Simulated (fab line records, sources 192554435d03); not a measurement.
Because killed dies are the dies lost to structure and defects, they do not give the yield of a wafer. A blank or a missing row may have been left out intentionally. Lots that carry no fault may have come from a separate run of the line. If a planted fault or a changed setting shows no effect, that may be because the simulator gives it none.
fab line records	flow n5-finfet
record lots=7	wafers=18	last-day=17
route steps=1938 shown BEOL_M2@847 BEOL_M4@1111 PASSIVATION@1936
lots that met no fault: taken from a fault-free run of the same line
start-h: start of the lot's first displayed wafer, in hours after the record's first day	wait-h: hours since the lot's step before	" same as the row above	L1.1+2: a single row standing in for several wafers	- value missing, or start not given	* or withheld: withheld	< > ~ a bound
route shown NAME@n: a module of which the file shows steps, and the number in the route of the first	usual: the fault-free wafers' mean and standard deviation	same: alike in all rows	chamber/n: place in a boat	sites: readings site by site	_std_site: standard deviation across them	_edge_site: the outer-site mean with the inner-site mean subtracted	radius-mm: for every site, how far away it sits from the centre of the wafer	mask NAME#n: copy n	behind: tool/chamber where the wafer was last shaped	hold: cause of the lot's hold/its duration in hours/its outcome	device: the transistor (n, p or np) that didn't switch	end of line: tests run on the same wafers once the route is complete	where a step has no rows: the recipe by itself	killed: at the first sort, the dies lost to defects and structure; wafer yield is something else	map: per-die view of a wafer (x killed, . not killed, _ where there is no die)
set.NAME: the setting that was run; set.NAME@STEP: the one run at that earlier step	model.NAME: the simulator's own value behind a step, which no gauge read
lots at selected steps of the route; one table per step, one row per wafer
services: when a tool's chamber went out of use (start-h, in hours from the record's first day, below 0 if earlier), for how many hours, and the reason
## steps
# step N5_BEOL_M2_COAT_73
# recipe resist=underlayer	temp-c=205	time-s=60	spin-rpm=1500	resist-thk-nm=5
# step N5_BEOL_M2_COAT_05
# recipe resist=CAR-EUV	spin-rpm=1500	resist-thk-nm=30
# step N5_BEOL_M2_EBR_07
# recipe solvent=PGMEA	ebr-width-mm=1.5
# step N5_BEOL_M2_SOFTBAKE_06
# recipe temp-c=110	time-s=60	resist=CAR-EUV
# step N5_BEOL_M2_EXPOSE_08
# recipe mask-id=M2	na=0.33	source-shape=dipole	sigma-inner=0.369	sigma-outer=0.767	polarization=unpolarized	dose-mj=41.25
# step N5_BEOL_M2_PEB_09
# recipe peb-temp-c=100	peb-time-s=60	resist=CAR-EUV
# step N5_BEOL_M2_DEVELOP_10
# recipe develop-time-s=30	developer=TMAH	resist=CAR-EUV	rinse-liquid=surfactant-rinse	dry=air-spin	dev-temp-c=23
# step N5_BEOL_M2_CD_MEAS_11
# recipe target-cd-nm=16.79	landing-energy-ev=500	detector=se-inlens	polarity=opening
# usual cd-nm=16.65/0.24
# same landing-energy-ev=500
lot.wafer	tool	chamber	start-h	wait-h	cd-nm
L871.1	cd-sem-03	0	156.26	-	16.49
L871.2	"	0	"	"	16.98
L871.4	"	0	"	"	17.15
L872.1	cd-sem-02	0	163.46	-	16.05
L872.5	"	0	"	"	16.78
L872.6	"	0	"	"	16.36
L875.2	cd-sem-03	0	191.32	-	16.40
L875.5	"	0	"	"	16.28
L878.3	cd-sem-01	0	201.77	-	16.79
L878.4	"	0	"	"	16.77
L880.2	cd-sem-01	0	208.88	-	16.71
L880.5	"	0	"	"	16.42
L887.1	cd-sem-02	0	266.96	-	16.36
L887.3	"	0	"	"	16.66
L887.4	"	0	"	"	16.71
L890.1	cd-sem-03	0	267.33	-	16.85
L890.3	"	0	"	"	17.04
L890.5	"	0	"	"	16.95
# step N5_BEOL_M2_OVL_MEAS_12
# recipe points-per-wafer=522
# usual M2_OVL=0.3/0.62
# same points-per-wafer=522
lot.wafer	tool	chamber	start-h	wait-h	M2_OVL[nm]
L871.1	overlay-01	0	156.29	0.0	0.0
L871.2	"	0	"	"	-0.4
L871.4	"	0	"	"	0.5
L872.1	overlay-01	0	163.49	0.0	0.4
L872.5	"	0	"	"	0.8
L872.6	"	0	"	"	0.4
L875.2	overlay-02	0	191.36	0.0	0.4
L875.5	"	0	"	"	0.7
L878.3	overlay-02	0	201.81	0.0	0.0
L878.4	"	0	"	"	0.9
L880.2	overlay-02	0	208.92	0.0	1.2
L880.5	"	0	"	"	0.8
L887.1	overlay-02	0	266.99	0.0	0.0
L887.3	"	0	"	"	-0.5
L887.4	"	0	"	"	-0.5
L890.1	overlay-02	0	267.36	0.0	0.1
L890.3	"	0	"	"	-0.2
L890.5	"	0	"	"	-0.4
# step N5_BEOL_M2_INSPECT_13
# recipe mode=adi	inspect-instrument=brightfield
# usual raw-defect-count=408/110
lot.wafer	tool	chamber	start-h	wait-h	raw-defect-count
L871.1	defect-inspect-01	-	156.35	0.1	341
L871.2	"	-	"	"	452
L871.4	"	-	"	"	414
L872.1	defect-inspect-02	-	163.55	0.1	315
L872.5	"	-	"	"	365
L872.6	"	-	"	"	349
L875.2	defect-inspect-02	-	191.42	0.1	284
L875.5	"	-	"	"	256
L878.3	defect-inspect-01	-	201.86	0.0	315
L878.4	"	-	"	"	465
L880.2	defect-inspect-01	-	209.12	0.2	596
L880.5	"	-	"	"	452
L887.1	defect-inspect-01	-	267.05	0.1	420
L887.3	"	-	"	"	489
L887.4	"	-	"	"	308
L890.1	defect-inspect-01	-	267.42	0.1	505
L890.3	"	-	"	"	418
L890.5	"	-	"	"	312
# step N5_BEOL_M2_DESCUM_16
# recipe chemistry=O2	time-s=7	source-power-w=50	bias-power-w=20	pressure-mtorr=20	rf-frequency-hz=2.712e+07	temp-c=40	resist=CAR-EUV	o2-flow-sccm=225
# usual drypump-motor-current-A=5.7/0.54	o2-flow-sccm=225.0/0.67	oes-product-au=0.78/0.08	rf-vpp-V=243.1/1.4	showerhead-plenum-p-Torr=2.08/0.078	throttle-valve-pct=20.42/0.18
# same time-s=7
lot.wafer	tool	chamber	start-h	wait-h	drypump-motor-current-A	o2-flow-sccm	oes-product-au	rf-hours-counter-h	rf-vpp-V	showerhead-plenum-p-Torr	throttle-valve-pct
L871.1	rie-diel-03	0	156.38	0.0	5.1	223.8	0.89	45	244.2	2.23	20.27
L871.2	"	1	"	"	6.3	224.5	0.74	172	240.0	2.00	20.24
L871.4	"	3	"	"	4.8	225.0	0.77	108	243.5	2.13	20.68
L872.1	rie-diel-01	0	163.98	0.4	5.7	225.0	0.83	81	242.4	2.04	20.18
L872.5	"	3	"	"	5.9	225.2	0.77	-	244.4	2.11	20.59
L872.6	"	0	"	"	5.7	224.0	0.82	-	242.5	2.04	20.20
L875.2	rie-diel-03	1	191.45	0.0	6.4	223.6	0.74	186	243.0	1.99	20.25
L875.5	"	3	"	"	4.8	225.3	0.76	-	244.1	2.12	20.71
L878.3	rie-diel-03	3	202.39	0.5	4.8	226.0	0.76	125	242.8	2.12	20.71
L878.4	"	0	"	"	5.0	225.2	0.87	63	245.9	2.22	20.30
L880.2	rie-diel-03	2	209.15	0.0	6.2	223.4	0.72	191	242.0	2.07	20.41
L880.5	"	3	"	"	4.8	225.7	0.76	-	244.3	2.12	20.72
L887.1	rie-diel-04	3	267.08	0.0	5.4	224.7	0.93	28	243.2	2.13	20.17
L887.3	"	1	"	"	6.2	225.3	0.70	214	243.5	2.07	20.60
L887.4	"	2	"	"	5.7	225.9	0.77	142	243.1	2.02	20.47
L890.1	rie-diel-04	1	267.46	0.0	6.2	225.7	0.69	215	243.8	2.07	20.60
L890.3	"	0	"	"	5.5	224.6	0.93	17	245.6	2.14	20.06
L890.5	"	1	"	"	6.2	224.7	0.70	-	243.7	2.07	20.59
# step N5_BEOL_M2_ETCH_74
# recipe chemistry=N2/H2	target=underlayer	target-depth-a=65	mask-material=CAR-EUV	time-s=5.2	ion-energy-ev=200	pressure-mtorr=30	source-w=840	bias-w=150	n2-flow-sccm=200	h2-flow-sccm=200	ends=cleared
# usual drypump-motor-current-A=5.7/0.54	etch-rf-on-time-s=5.20/0.096	oes-product-au=0.66/0.069	rf-vpp-V=523.4/2.8	showerhead-plenum-p-Torr=2.53/0.088	throttle-valve-pct=17.85/0.18
lot.wafer	tool	chamber	start-h	wait-h	drypump-motor-current-A	etch-rf-on-time-s	oes-product-au	rf-hours-counter-h	rf-vpp-V	showerhead-plenum-p-Torr	throttle-valve-pct
L871.1	rie-diel-03	0	156.42	0.0	5.1	5.13	0.76	45	528.2	2.71	17.66
L871.2	"	1	"	"	6.3	5.21	0.63	172	520.5	2.45	17.82
L871.4	"	3	"	"	4.8	5.18	0.66	108	523.8	2.55	17.84
L872.1	rie-diel-01	0	164.02	0.0	5.7	5.32	0.70	81	521.9	2.47	17.59
L872.5	"	3	"	"	5.9	5.29	0.66	-	524.1	2.55	18.04
L872.6	"	0	"	"	5.7	5.35	0.70	-	521.6	2.46	17.58
L875.2	rie-diel-03	1	191.49	0.0	6.4	5.28	0.62	186	520.7	2.44	17.85
L875.5	"	3	"	"	4.8	5.19	0.65	-	523.6	2.54	17.89
L878.3	rie-diel-03	3	202.43	0.0	4.8	5.17	0.65	125	526.8	2.54	17.88
L878.4	"	0	"	"	5.1	5.12	0.74	63	529.0	2.70	17.69
L880.2	rie-diel-03	2	209.19	0.0	6.2	5.28	0.61	191	524.3	2.51	17.86
L880.5	"	3	"	"	4.8	5.19	0.65	-	525.9	2.54	17.85
L887.1	rie-diel-04	3	267.12	0.0	5.4	4.98	0.80	28	524.2	2.58	17.54
L887.3	"	1	"	"	6.2	5.28	0.60	214	523.4	2.54	18.12
L887.4	"	2	"	"	5.7	5.19	0.66	142	521.7	2.44	17.94
L890.1	rie-diel-04	1	267.49	0.0	6.2	5.33	0.59	215	521.7	2.54	18.11
L890.3	"	0	"	"	5.5	5.04	0.80	17	526.2	2.60	17.47
L890.5	"	1	"	"	6.2	5.35	0.60	-	525.4	2.54	18.12
# step N5_BEOL_M2_ETCH_63
# recipe chemistry=CF4	target=SiARC	target-depth-a=156	mask-material=CAR-EUV	time-s=26	ion-energy-ev=80	pressure-mtorr=40	source-w=545	bias-w=36	Ar_flow_sccm=100	cf4-flow-sccm=100	ends=cleared
# usual drypump-motor-current-A=5.7/0.54	etch-rf-on-time-s=26.0/0.57	oes-product-au=0.66/0.07	rf-vpp-V=183.9/1.3	showerhead-plenum-p-Torr=2.13/0.075	throttle-valve-pct=15.62/0.16
lot.wafer	tool	chamber	start-h	wait-h	drypump-motor-current-A	etch-rf-on-time-s	oes-product-au	rf-hours-counter-h	rf-vpp-V	showerhead-plenum-p-Torr	throttle-valve-pct
L871.1	rie-diel-03	0	156.43	0.0	5.1	25.5	0.76	45	185.4	2.28	15.48
L871.2	"	1	"	"	6.3	25.8	0.63	172	183.1	2.06	15.53
L871.4	"	3	"	"	4.8	25.7	0.67	108	184.1	2.16	15.77
L872.1	rie-diel-01	0	164.03	0.0	5.7	26.1	0.71	81	181.5	2.08	15.38
L872.5	"	3	"	"	5.9	26.5	0.66	-	185.4	2.15	15.73
L872.6	"	0	"	"	5.7	26.2	0.70	-	183.0	2.08	15.39
L875.2	rie-diel-03	1	191.50	0.0	6.3	40.6	0.50	186	182.9	2.05	15.56
L875.5	"	3	"	"	4.8	26.1	0.65	-	184.6	2.15	15.82
L878.3	rie-diel-03	3	202.44	0.0	4.8	39.8	0.53	125	183.3	2.15	15.80
L878.4	"	0	"	"	5.1	26.1	0.74	63	185.9	2.28	15.49
L880.2	rie-diel-03	2	209.20	0.0	6.2	41.4	0.48	191	183.9	2.13	15.71
L880.5	"	3	"	"	4.8	25.7	0.65	-	183.8	2.15	15.82
L887.1	rie-diel-04	3	267.14	0.0	5.4	24.8	0.80	28	184.1	2.18	15.35
L887.3	"	1	"	"	6.2	26.5	0.59	214	183.7	2.12	15.77
L887.4	"	2	"	"	5.7	25.9	0.66	142	183.6	2.06	15.61
L890.1	rie-diel-04	1	267.51	0.0	6.2	26.1	0.60	215	183.2	2.12	15.77
L890.3	"	0	"	"	5.5	24.5	0.81	17	185.8	2.19	15.26
L890.5	"	1	"	"	6.2	26.2	0.60	-	182.5	2.12	15.77
# step N5_BEOL_M2_ETCH_64
# recipe chemistry=N2/H2	target=SOC	target-depth-a=750	overetch-a=225	mask-material=SiARC	temp-c=40	time-s=121.9	ion-energy-ev=200	pressure-mtorr=30	source-w=840	bias-w=150	n2-flow-sccm=200	h2-flow-sccm=200
# usual drypump-motor-current-A=5.7/0.54	oes-product-au=0.59/0.056	rf-vpp-V=523.4/2.7	showerhead-plenum-p-Torr=2.53/0.088	throttle-valve-pct=17.80/0.18
# same time-s=121.9
lot.wafer	tool	chamber	start-h	wait-h	drypump-motor-current-A	oes-product-au	rf-hours-counter-h	rf-vpp-V	showerhead-plenum-p-Torr	throttle-valve-pct
L871.1	rie-diel-03	0	156.46	0.0	5.1	0.68	45	528.6	2.71	17.61
L871.2	"	1	"	"	6.4	0.57	172	520.1	2.45	17.76
L871.4	"	3	"	"	4.8	0.59	108	524.5	2.55	17.79
L872.1	rie-diel-01	0	164.06	0.0	5.7	0.63	81	520.7	2.47	17.55
L872.5	"	3	"	"	5.9	0.59	-	524.1	2.55	18.01
L872.6	"	0	"	"	5.7	0.62	-	521.6	2.47	17.56
L875.2	rie-diel-03	1	191.53	0.0	6.4	0.56	186	521.1	2.44	17.78
L875.5	"	3	"	"	4.8	0.58	-	524.3	2.54	17.82
L878.3	rie-diel-03	3	202.47	0.0	4.8	0.58	125	525.1	2.54	17.82
L878.4	"	0	"	"	5.1	0.66	63	528.3	2.70	17.64
L880.2	rie-diel-03	2	209.23	0.0	6.2	0.55	191	523.5	2.52	17.81
L880.5	"	3	"	"	4.8	0.58	-	522.9	2.54	17.84
L887.1	rie-diel-04	3	267.16	0.0	5.4	0.69	28	525.2	2.58	17.45
L887.3	"	1	"	"	6.2	0.52	215	523.3	2.54	18.09
L887.4	"	2	"	"	5.7	0.59	142	521.4	2.44	17.90
L890.1	rie-diel-04	1	267.54	0.0	6.2	0.53	215	524.3	2.54	18.09
L890.3	"	0	"	"	5.5	0.71	17	525.7	2.60	17.41
L890.5	"	1	"	"	6.2	0.53	-	522.6	2.54	18.09
# step N5_BEOL_M4_RC_MEAS_101
# usual DIBL_N=36.4/1.6	DIBL_P=35.9/2	IOFF_N=0.152/0.03	IOFF_P=0.20/0.032	ION_N=670/12	ION_P=459/7.3	SS_N=71.6/0.55	SS_P=73.2/0.69	VT_N=251/3.5	VT_P=-252/3.2
lot.wafer	tool	chamber	start-h	wait-h	DIBL_N[mV/V]	DIBL_P[mV/V]	IOFF_N[nA/um]	IOFF_P[nA/um]	ION_N[uA/um]	ION_P[uA/um]	SS_N[mV/dec]	SS_P[mV/dec]	VT_N[mV]	VT_P[mV]
L871.1	prober-01	0	197.22	0.0	36.4	36.4	0.154	0.19	663	452	71.6	73.3	251	-251
L871.2	"	0	"	"	36.9	37.5	0.164	0.20	675	461	72.2	73.2	249	-252
L871.4	"	0	"	"	36.3	35.9	0.144	0.18	674	456	71.9	72.7	254	-253
L872.1	prober-01	0	201.97	0.0	36.6	37.8	0.167	0.20	677	463	70.8	73.3	250	-251
L872.5	"	0	"	"	34.8	36.5	0.145	0.19	678	463	70.6	72.5	250	-251
L872.6	"	0	"	"	36.3	37.2	0.163	0.20	679	465	71.1	72.9	250	-252
L875.2	prober-02	0	224.73	0.2	38.4	36.1	0.180	0.22	686	463	71.7	73.2	250	-253
L875.5	"	0	"	"	39.9	37.1	0.209	0.24	693	465	72.2	74.2	248	-251
L878.3	prober-02	0	240.39	0.3	39.3	39.1	0.197	0.26	684	467	71.5	74.2	245	-245
L878.4	"	0	"	"	35.4	33.5	0.122	0.17	655	453	71.2	73.1	255	-252
L880.2	prober-01	0	241.69	0.2	36.2	35.3	0.146	0.19	666	458	72.4	73.7	251	-251
L880.5	"	0	"	"	35.9	35.9	0.143	0.19	677	466	71.9	73.7	251	-251
L887.1	prober-02	0	306.05	0.0	36.8	36.5	0.158	0.20	662	456	71.7	73.2	252	-252
L887.3	"	0	"	"	33.8	32.6	0.108	0.15	647	448	70.9	71.8	255	-255
L887.4	"	0	"	"	34.2	34.1	0.122	0.18	657	455	71.2	73.5	253	-252
L890.1	prober-01	0	306.70	0.0	35.0	33.3	0.119	0.14	655	450	71.1	72.2	257	-258
L890.3	"	0	"	"	37.4	35.5	0.156	0.16	660	445	72.7	73.2	252	-255
L890.5	"	0	"	"	35.5	33.6	0.127	0.14	657	446	71.2	72.7	254	-260
# step N5_PASSIVATION_PROBE_49
# usual defect-limited-yield=91.7/1.2	killed_at_M0_to_M3=33/9.5	killed_at_M4_up=13/4.9	killed-at-contacts=13/6.6	killed-at-front-end=36/11	killed-at-other=3.0/2.6	killed-dies=97/14	killed-on-rim=13/3.8	killed-open=65/11	killed-short=31/6.6	sort_bin_5_function=4.8/0.82	sort_bin_6_memory=3.1/0.58	sort-n-pass=1083/14	sort-yield-pct=91.7/1.2
# same gross-dies=1180	killed-at-back-side=0	sort_bin_4_leakage[%]=0	sort_bin_8_speed[%]=0
lot.wafer	tool	chamber	start-h	wait-h	defect-limited-yield[%]	killed_at_M0_to_M3	killed_at_M4_up	killed-at-contacts	killed-at-front-end	killed-at-other	killed-dies	killed-on-rim	killed-open	killed-short	sort_bin_5_function[%]	sort_bin_6_memory[%]	sort-n-pass	sort-yield-pct[%]
L871.1	prober-02	-	294.03	0.0	91.1	32	18	6	45	4	105	8	66	38	5.3	3.1	1075	91.1
L871.2	prober-02	-	294.08	0.1	90.8	34	11	15	38	11	109	16	70	39	5.1	3.9	1071	90.8
L871.4	prober-02	-	294.18	0.2	92.2	23	18	10	37	4	92	15	69	23	4.5	3.0	1088	92.2
L872.1	prober-02	-	302.31	0.0	92.8	33	13	11	24	4	85	8	50	35	4.3	2.7	1095	92.8
L872.5	prober-02	-	302.51	0.2	92.7	19	14	17	36	0	86	9	64	22	3.7	3.2	1094	92.7
L872.6	prober-02	-	302.56	0.3	89.0	33	21	14	61	1	130	18	95	33	6.4	4.1	1050	89.0
L875.2	prober-01	-	324.30	0.1	92.7	24	24	7	30	1	86	18	60	25	4.3	2.5	1094	92.7
L875.5	prober-01	-	324.45	0.2	92.5	42	19	1	25	1	88	8	63	23	4.3	3.1	1092	92.5
L880.2	prober-02	-	345.16	0.1	91.3	34	10	28	27	4	103	11	68	33	5.5	3.1	1077	91.3
L880.5	prober-02	-	345.31	0.2	93.0	24	10	6	41	2	83	6	64	18	3.8	3.0	1097	93.0
L878.3	prober-01	-	351.86	0.1	92.9	23	12	8	39	2	84	12	49	33	3.6	3.0	1096	92.9
L878.4	prober-01	-	351.91	0.2	93.3	24	11	13	28	3	79	6	51	26	5.0	1.5	1101	93.3
L890.1	prober-02	-	414.33	0.0	91.2	32	12	16	40	4	104	19	71	33	5.8	2.8	1076	91.2
L890.3	prober-02	-	414.43	0.1	91.6	35	14	5	44	1	99	9	66	32	5.2	3.2	1081	91.6
L890.5	prober-02	-	414.53	0.2	90.7	39	8	18	44	1	110	16	79	30	6.0	2.9	1070	90.7
L887.1	prober-02	-	417.23	0.0	91.6	28	18	6	42	5	99	15	62	36	4.7	3.2	1081	91.6
L887.3	prober-02	-	417.33	0.1	91.8	24	22	12	39	0	97	11	63	34	4.8	3.1	1083	91.8
L887.4	prober-02	-	417.38	0.2	91.4	37	16	8	38	2	101	12	73	28	4.5	3.7	1079	91.4
# killed by level:class
L871.1 DUMMY_GATE:geometric-particle:open=11 BEOL_M4:geometric-particle:open=9 FIN_SAQP:geometric-particle:short=8 STI_FIN_REVEAL:geometric-particle:open=8 BEOL_M0_SAQP:geometric-particle:short=7 BEOL_M0_SAQP:geometric-particle:open=7 FIN_SAQP:geometric-particle:open=6 BEOL_M2:geometric-particle:open=6
L871.2 BEOL_M0_SAQP:geometric-particle:open=10 MOL_CONTACT_COAG:geometric-particle:open=10 BEOL_M0_SAQP:geometric-particle:short=7 FIN_SAQP:geometric-particle:short=6 STI_FIN_REVEAL:geometric-particle:open=6 DUMMY_GATE:geometric-particle:open=6 FIN_SAQP:geometric-particle:open=5 MOL_CONTACT_COAG:geometric-particle:short=5
L871.4 FIN_SAQP:geometric-particle:open=8 MOL_CONTACT_COAG:geometric-particle:open=8 BEOL_M2:geometric-particle:open=7 BEOL_M4:geometric-particle:open=7 DUMMY_GATE:geometric-particle:open=6 STI_FIN_REVEAL:geometric-particle:open=5 BEOL_M0_SAQP:geometric-particle:open=5 BEOL_M0_SAQP:geometric-particle:short=4
L872.1 BEOL_M3:geometric-particle:open=9 MOL_CONTACT_COAG:geometric-particle:open=7 BEOL_M4:geometric-particle:open=7 BEOL_M0_SAQP:geometric-particle:short=6 STI_FIN_REVEAL:geometric-particle:open=5 BEOL_M2:geometric-particle:open=5 STARTING-WAFER:geometric-particle:short=5 FIN_SAQP:geometric-particle:short=4
L872.5 MOL_CONTACT_COAG:geometric-particle:open=16 STI_FIN_REVEAL:geometric-particle:open=15 BEOL_M3:geometric-particle:open=6 FIN_SAQP:geometric-particle:open=4 BEOL_M0:geometric-particle:open=3 ILD0:geometric-particle:short=3 BEOL_M5:geometric-particle:short=3 BEOL_M8:geometric-particle:open=3
L872.6 STI_FIN_REVEAL:geometric-particle:open=33 MOL_CONTACT_COAG:geometric-particle:open=14 BEOL_M2:geometric-particle:open=11 BEOL_M4:geometric-particle:open=8 FIN_SAQP:geometric-particle:open=6 STI_FIN_REVEAL:geometric-particle:short=6 BEOL_M0_SAQP:geometric-particle:short=6 BEOL_M5:geometric-particle:open=6
L875.2 STI_FIN_REVEAL:geometric-particle:open=12 BEOL_M4:geometric-particle:open=11 BEOL_M2:geometric-particle:open=8 DUMMY_GATE:geometric-particle:open=4 MOL_CONTACT_COAG:geometric-particle:short=4 BEOL_M0_SAQP:geometric-particle:short=4 BEOL_M1:geometric-particle:open=4 BEOL_M4:geometric-particle:short=4
L875.5 BEOL_M1:geometric-particle:open=13 BEOL_M2:geometric-particle:open=10 BEOL_M4:geometric-particle:open=7 DUMMY_GATE:geometric-particle:open=6 BEOL_M0_SAQP:geometric-particle:short=5 BEOL_M0_SAQP:geometric-particle:open=5 STARTING-WAFER:geometric-particle:open=5 FIN_SAQP:geometric-particle:short=3
L880.2 MOL_CONTACT_COAG:geometric-particle:open=21 BEOL_M0_SAQP:geometric-particle:open=13 STI_FIN_REVEAL:geometric-particle:open=10 BEOL_M0_SAQP:geometric-particle:short=8 MOL_CONTACT_COAG:geometric-particle:short=7 FIN_SAQP:geometric-particle:short=4 BEOL_M2:geometric-particle:open=4 PASS1_CAP:geometric-particle:short=4
L880.5 STI_FIN_REVEAL:geometric-particle:open=22 BEOL_M4:geometric-particle:open=6 BEOL_M0_SAQP:geometric-particle:open=6 BEOL_M2:geometric-particle:open=6 BEOL_M3:geometric-particle:open=5 MOL_CONTACT_COAG:geometric-particle:open=5 FIN_SAQP:geometric-particle:short=4 STI_FIN_REVEAL:geometric-particle:short=3
L878.3 FIN_SAQP:geometric-particle:open=13 FIN_SAQP:geometric-particle:short=10 MOL_CONTACT_COAG:geometric-particle:open=6 BEOL_M2:geometric-particle:open=5 BEOL_M0_SAQP:geometric-particle:open=4 BEOL_M0_SAQP:geometric-particle:short=4 BEOL_M4:geometric-particle:open=4 DUMMY_GATE:geometric-particle:open=3
L878.4 MOL_CONTACT_COAG:geometric-particle:open=9 BEOL_M1:geometric-particle:open=6 GATE_CUT:geometric-particle:short=5 BEOL_M0_SAQP:geometric-particle:open=5 FIN_SAQP:geometric-particle:open=4 FIN_SAQP:geometric-particle:short=4 STI_FIN_REVEAL:geometric-particle:open=4 MOL_CONTACT_COAG:geometric-particle:short=4
L890.1 MOL_CONTACT_COAG:geometric-particle:open=13 STI_FIN_REVEAL:geometric-particle:open=10 FIN_SAQP:geometric-particle:short=8 BEOL_M1:geometric-particle:open=7 BEOL_M4:geometric-particle:open=7 BEOL_M0_SAQP:geometric-particle:short=5 BEOL_M2:geometric-particle:open=5 STARTING-WAFER:geometric-particle:open=5
L890.3 STI_FIN_REVEAL:geometric-particle:open=10 DUMMY_GATE:geometric-particle:open=10 BEOL_M2:geometric-particle:open=7 BEOL_M4:geometric-particle:open=7 STARTING-WAFER:geometric-particle:short=6 BEOL_M1:geometric-particle:open=6 FIN_SAQP:geometric-particle:open=5 BEOL_M0:geometric-particle:open=5
L890.5 MOL_CONTACT_COAG:geometric-particle:open=17 BEOL_M2:geometric-particle:open=16 DUMMY_GATE:geometric-particle:open=11 STI_FIN_REVEAL:geometric-particle:open=7 BEOL_M0_SAQP:geometric-particle:short=7 FIN_SAQP:geometric-particle:short=5 BEOL_M1:geometric-particle:open=5 BEOL_M3:geometric-particle:open=5
L887.1 FIN_SAQP:geometric-particle:short=11 BEOL_M4:geometric-particle:open=11 STI_FIN_REVEAL:geometric-particle:open=8 DUMMY_GATE:geometric-particle:open=7 BEOL_M0_SAQP:geometric-particle:open=6 FIN_SAQP:geometric-particle:open=5 MOL_CONTACT_COAG:geometric-particle:open=5 STARTING-WAFER:geometric-particle:short=4
L887.3 BEOL_M4:geometric-particle:open=11 MOL_CONTACT_COAG:geometric-particle:open=9 STI_FIN_REVEAL:geometric-particle:open=8 STARTING-WAFER:geometric-particle:open=8 FIN_SAQP:geometric-particle:short=7 BEOL_M4:geometric-particle:short=7 BEOL_M0_SAQP:geometric-particle:short=5 DUMMY_GATE:geometric-particle:open=4
L887.4 STI_FIN_REVEAL:geometric-particle:open=14 BEOL_M3:geometric-particle:open=13 BEOL_M4:geometric-particle:open=10 MOL_CONTACT_COAG:geometric-particle:open=6 BEOL_M1:geometric-particle:open=6 STI_FIN_REVEAL:geometric-particle:short=4 DUMMY_GATE:geometric-particle:open=4 BEOL_M0_SAQP:geometric-particle:open=4
## services
tool	chamber	start-h	hours	kind
rie-diel-03	3	138.36	7.2	repair
rie-diel-01	2	158.25	-	clean
rie-diel-01	2	158.25	-	consumable-replace:focus-ring
rie-diel-01	2	158.25	-	consumable-replace:showerhead
rie-diel-01	2	158.25	18.8	scheduled-down
rie-diel-01	2	158.25	18.8	vent-cycle
rie-diel-04	3	166.36	-	clean
rie-diel-04	3	166.36	-	consumable-replace:esc
rie-diel-04	3	166.36	-	consumable-replace:focus-ring
rie-diel-04	3	166.36	32.4	scheduled-down
rie-diel-04	3	166.36	32.4	vent-cycle
rie-diel-01	2	182.58	1.8	repair
rie-diel-04	0	199.48	-	clean
rie-diel-04	0	199.48	-	consumable-replace:focus-ring
rie-diel-04	0	199.48	23.8	scheduled-down
rie-diel-04	0	199.48	23.8	vent-cycle
rie-diel-04	1	244.41	8.5	repair
rie-diel-03	-	245.05	0.2	repair
rie-diel-01	1	257.18	-	clean
rie-diel-01	1	257.18	-	consumable-replace:focus-ring
rie-diel-01	1	257.18	-	consumable-replace:showerhead
rie-diel-01	1	257.18	13.3	scheduled-down
rie-diel-01	1	257.18	13.3	vent-cycle
## key
first-sign step=N5_BEOL_M2_ETCH_63	reading=etch-rf-on-time-s	direction=up	sigmas=26	usual=*	struck=*
effect step=N5_BEOL_M2_ETCH_63	reading=oes-product-au	direction=down	sigmas=2.3	usual=0.66	struck=0.51
met-at N5_BEOL_M2_ETCH_63
struck-wafers L875.2,L878.3,L880.2
onset-between 156.43 191.50
fault kind=process-parameter-drift	tool=rie-diel-03	chamber=-	onset-h=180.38	steps=N5_BEOL_M2_ETCH_63	channel=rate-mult	offset=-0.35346	shape=step	end-h=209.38	scope=struck-wafers-only
